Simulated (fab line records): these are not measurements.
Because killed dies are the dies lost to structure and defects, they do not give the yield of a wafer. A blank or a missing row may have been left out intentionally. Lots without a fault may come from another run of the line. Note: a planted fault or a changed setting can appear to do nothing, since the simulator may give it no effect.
Split-lot trial / flow n5_finfet / route with 1938 steps; 7 lots, 21 wafers read

THE SPLIT ITSELF
At N5_MOL_CONTACT_COAG_ALD_133 (deposits SiO2, target thk 5 nm, pulse time 1 s, co reactant pulse time 1 s), the setting ald_cycles was moved away from the recipe's 35 on 6 of the 21 wafers read, by -14.3% to +11.4%. The other wafers ran this setting at the recipe's value.

The reading comes from the split's own step.

THE READING
SiO2_of_MOL_CONTACT_COAG_ALD_133.thk_nm (the simulator's own value, which no gauge read), in nm, at N5_MOL_CONTACT_COAG_ALD_133 (deposits SiO2, target thk 5 nm, pulse time 1 s, co reactant pulse time 1 s). The file gives no usual value for it.

wafer=L078.3; tool, chamber at the split=ald_sin-03, 3,2,2; ald_cycles as run=35; against the recipe=recipe; SiO2_of_MOL_CONTACT_COAG_ALD_133.thk_nm, nm=5; against lot-mates on the recipe=-
wafer=L078.4; tool, chamber at the split=ald_sin-03, 3,2,2; ald_cycles as run=35; against the recipe=recipe; SiO2_of_MOL_CONTACT_COAG_ALD_133.thk_nm, nm=5; against lot-mates on the recipe=-
wafer=L078.5; tool, chamber at the split=ald_sin-03, 3,2,2; ald_cycles as run=35; against the recipe=recipe; SiO2_of_MOL_CONTACT_COAG_ALD_133.thk_nm, nm=5; against lot-mates on the recipe=-
wafer=L082.2; tool, chamber at the split=ald_sin-04, 3,1,1; ald_cycles as run=35; against the recipe=recipe; SiO2_of_MOL_CONTACT_COAG_ALD_133.thk_nm, nm=5; against lot-mates on the recipe=-
wafer=L082.4; tool, chamber at the split=ald_sin-04, 3,1,1; ald_cycles as run=35; against the recipe=recipe; SiO2_of_MOL_CONTACT_COAG_ALD_133.thk_nm, nm=5; against lot-mates on the recipe=-
wafer=L082.6; tool, chamber at the split=ald_sin-04, 3,1,1; ald_cycles as run=35; against the recipe=recipe; SiO2_of_MOL_CONTACT_COAG_ALD_133.thk_nm, nm=5; against lot-mates on the recipe=-
wafer=L084.1; tool, chamber at the split=ald_sin-04, 1,0,3; ald_cycles as run=35; against the recipe=recipe; SiO2_of_MOL_CONTACT_COAG_ALD_133.thk_nm, nm=5; against lot-mates on the recipe=-
wafer=L084.2; tool, chamber at the split=ald_sin-04, 1,0,3; ald_cycles as run=35; against the recipe=recipe; SiO2_of_MOL_CONTACT_COAG_ALD_133.thk_nm, nm=5; against lot-mates on the recipe=-
wafer=L084.4; tool, chamber at the split=ald_sin-04, 1,0,3; ald_cycles as run=35; against the recipe=recipe; SiO2_of_MOL_CONTACT_COAG_ALD_133.thk_nm, nm=5; against lot-mates on the recipe=-
wafer=L086.1; tool, chamber at the split=ald_sin-03, 0,2; ald_cycles as run=35; against the recipe=recipe; SiO2_of_MOL_CONTACT_COAG_ALD_133.thk_nm, nm=5; against lot-mates on the recipe=-
wafer=L086.5; tool, chamber at the split=ald_sin-03, 0,2; ald_cycles as run=35; against the recipe=recipe; SiO2_of_MOL_CONTACT_COAG_ALD_133.thk_nm, nm=5; against lot-mates on the recipe=-
wafer=L086.6; tool, chamber at the split=ald_sin-03, 3; ald_cycles as run=39; against the recipe=+11.4%; SiO2_of_MOL_CONTACT_COAG_ALD_133.thk_nm, nm=5.6; against lot-mates on the recipe=+0.6
wafer=L089.1; tool, chamber at the split=ald_sin-01, 0,3; ald_cycles as run=38; against the recipe=+8.6%; SiO2_of_MOL_CONTACT_COAG_ALD_133.thk_nm, nm=5.4; against lot-mates on the recipe=+0.4
wafer=L089.4; tool, chamber at the split=ald_sin-01, 0,3; ald_cycles as run=38; against the recipe=+8.6%; SiO2_of_MOL_CONTACT_COAG_ALD_133.thk_nm, nm=5.4; against lot-mates on the recipe=+0.4
wafer=L089.3; tool, chamber at the split=ald_sin-01, 2; ald_cycles as run=35; against the recipe=recipe; SiO2_of_MOL_CONTACT_COAG_ALD_133.thk_nm, nm=5; against lot-mates on the recipe=-
wafer=L090.4; tool, chamber at the split=ald_sin-01, 1,0; ald_cycles as run=35; against the recipe=recipe; SiO2_of_MOL_CONTACT_COAG_ALD_133.thk_nm, nm=5; against lot-mates on the recipe=-
wafer=L090.6; tool, chamber at the split=ald_sin-01, 1,0; ald_cycles as run=35; against the recipe=recipe; SiO2_of_MOL_CONTACT_COAG_ALD_133.thk_nm, nm=5; against lot-mates on the recipe=-
wafer=L090.5; tool, chamber at the split=ald_sin-01, 3; ald_cycles as run=38; against the recipe=+8.6%; SiO2_of_MOL_CONTACT_COAG_ALD_133.thk_nm, nm=5.4; against lot-mates on the recipe=+0.4
wafer=L093.1; tool, chamber at the split=ald_sin-01, 1; ald_cycles as run=30; against the recipe=-14.3%; SiO2_of_MOL_CONTACT_COAG_ALD_133.thk_nm, nm=4.4; against lot-mates on the recipe=-0.6
wafer=L093.4; tool, chamber at the split=ald_sin-01, 0; ald_cycles as run=35; against the recipe=recipe; SiO2_of_MOL_CONTACT_COAG_ALD_133.thk_nm, nm=5; against lot-mates on the recipe=-
wafer=L093.6; tool, chamber at the split=ald_sin-01, 2; ald_cycles as run=30; against the recipe=-14.3%; SiO2_of_MOL_CONTACT_COAG_ALD_133.thk_nm, nm=4.2; against lot-mates on the recipe=-0.8
Rows listing several chambers each stand for several wafers; the file does not say which wafer went through which chamber.

FIT RESULTS
A straight line over all 21 wafers: SiO2_of_MOL_CONTACT_COAG_ALD_133.thk_nm changes by +0.0489 nm for each +1% of ald_cycles; r = +0.99; the points scatter about the line by 0.035 nm.
The same after taking each lot's own level away (the mean of its wafers on the recipe; 21 wafers): +0.0489 nm for each +1%; r = +0.99; scatter 0.035 nm.
That fit puts the effect of the largest move of ald_cycles on the reading at 0.7 nm.
The lots' own levels span 5.00 to 5.00 nm.
So the lot-to-lot level changes the slope little: the two slopes agree.
Check: for one of the wafers moved furthest among these (-14.3%), held out of the fit, the line's prediction against its lot-mates is -0.75 nm. It came out at -0.6 nm against them.

OTHER SPLITS ON THESE WAFERS
These wafers also went through other splits before the reading. Each is held against what the fit with the lots' levels taken away leaves over:
other split on the same wafers=N5_MOL_CONTACT_COAG_EXPOSE_37 dose_mj; wafers away from the commonest value=9; r with SiO2_of_MOL_CONTACT_COAG_ALD_133.thk_nm (lot level and that fit taken away)=+0.10

THE FILE'S OWN FIT
SiO2_of_MOL_CONTACT_COAG_ALD_133.thk_nm changes by +0.0492 nm for each +1% of ald_cycles, r = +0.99.
